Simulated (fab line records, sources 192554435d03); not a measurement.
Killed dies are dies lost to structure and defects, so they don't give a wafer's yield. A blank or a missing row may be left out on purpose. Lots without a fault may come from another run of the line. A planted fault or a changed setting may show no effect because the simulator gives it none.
Split-lot experiment | flow n5_finfet | 7 lots, 21 wafers read, on a route of 1938 steps

THE SPLIT
At N5_SD_EPI_N_PEB_07 (peb time 60 s), the setting peb_time_s was moved away from the recipe's 60 s on 7 of the 21 wafers read, by -18.1% to +8.2%. The other wafers ran this setting at the recipe's value.

FROM THE SPLIT TO THE READING: what the file shows between them, 1 step
- N5_SD_EPI_N_DEVELOP_08: develop time 30 s

THE READING
cd_nm, in nm, at N5_SD_EPI_N_CD_MEAS_09 (target cd 120 nm). Fault-free wafers of this fab line usually give 120.5 nm, standard deviation 0.81 nm.

wafer  | tool, chamber at the split | peb_time_s as run, s | against the recipe | cd_nm, nm | against lot-mates on the recipe
L075.1 | litho_track-02, 0          | 60                   | recipe             | 120.7     | -
L075.5 | litho_track-02, 0          | 60                   | recipe             | 121.3     | -
L075.6 | litho_track-02, 0          | 60                   | recipe             | 120.1     | -
L080.1 | litho_track-03, 0          | 60                   | recipe             | 120.9     | -
L080.3 | litho_track-03, 0          | 60                   | recipe             | 120.3     | -
L080.4 | litho_track-03, 0          | 50.05                | -16.6%             | 112.9     | -7.7
L081.1 | litho_track-02, 0          | 60                   | recipe             | 120.3     | -
L081.5 | litho_track-02, 0          | 49.16                | -18.1%             | 113.9     | -6.4
L081.6 | litho_track-02, 0          | 49.16                | -18.1%             | 112.7     | -7.6
L083.2 | litho_track-05, 0          | 64.94                | +8.2%              | 123.2     | +2.6
L083.3 | litho_track-05, 0          | 60                   | recipe             | 120.6     | -
L083.5 | litho_track-05, 0          | 64.94                | +8.2%              | 123.1     | +2.5
L085.1 | litho_track-03, 0          | 60                   | recipe             | 119.8     | -
L085.3 | litho_track-03, 0          | 60                   | recipe             | 120.3     | -
L085.6 | litho_track-03, 0          | 60                   | recipe             | 120.4     | -
L088.1 | litho_track-05, 0          | 60                   | recipe             | 120.7     | -
L088.2 | litho_track-05, 0          | 60                   | recipe             | 119.7     | -
L088.3 | litho_track-05, 0          | 60                   | recipe             | 120.4     | -
L097.1 | litho_track-02, 0          | 53.59                | -10.7%             | 115.6     | -6.1
L097.5 | litho_track-02, 0          | 60                   | recipe             | 121.7     | -
L097.6 | litho_track-02, 0          | 53.59                | -10.7%             | 117.6     | -4.1

THE FIT
A straight line over all 21 wafers: cd_nm changes by +0.394 nm for each +1% of peb_time_s; r = +0.98; the points scatter about the line by 0.67 nm.
The same after taking each lot's own level away (the mean of its wafers on the recipe; 21 wafers): +0.404 nm for each +1%; r = +0.98; scatter 0.62 nm.
On that fit, the largest move of peb_time_s shifts the reading by 7.3 nm.
The lots' own levels span 120.17 to 121.70 nm, that is 1.9 times the standard deviation above.
So the lot-to-lot level changes the slope little: the two slopes agree.
Check: with one of the wafers moved furthest among these (-18.1%) left out of the fit, the line predicts -7.83 nm for it against its lot-mates. It came out at -6.4 nm against them.

OTHER SPLITS ON THESE WAFERS
These wafers also went through other splits before the reading. Each is held against what the fit with the lots' levels taken away leaves over:
other split on the same wafers | wafers away from the commonest value | r with cd_nm (lot level and that fit taken away)
N5_WELL_APT_COAT_02 spin_rpm   | 3                                    | -0.19
N5_WELL_APT_EXPOSE_22 dose_mj  | 7                                    | +0.05
N5_WELL_APT_PEB_23 peb_time_s  | 9                                    | -0.04
N5_FIN_CUT_COAT_29 spin_rpm    | 8                                    | -0.43
N5_SD_EPI_N_COAT_33 spin_rpm   | 5                                    | -0.05

THE WHOLE CHAIN: every reading that the file lists as answering this split, in the file's order
step                   | what it does                                           | reading                                                         | change (the file's fit)               | r (the file's)
N5_SD_EPI_N_CD_MEAS_09 | target cd 120 nm                                       | cd_nm                                                           | +0.42 nm for each +1% of the setting  | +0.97
N5_SD_EPI_N_DESCUM_14  | chemistry O2, time 7.9 s                               | SD_EPI_N.cd_nm (the simulator's own value, which no gauge read) | +0.421 nm for each +1% of the setting | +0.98
N5_SD_EPI_N_ETCH_34    | etches SiARC in CF4, target depth 45.5 nm, time 75.8 s | SD_EPI_N.cd_nm (the simulator's own value, which no gauge read) | +0.415 nm for each +1% of the setting | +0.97

THE FILE'S OWN FIT
cd_nm changes by +0.42 nm for each +1% of peb_time_s, r = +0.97.
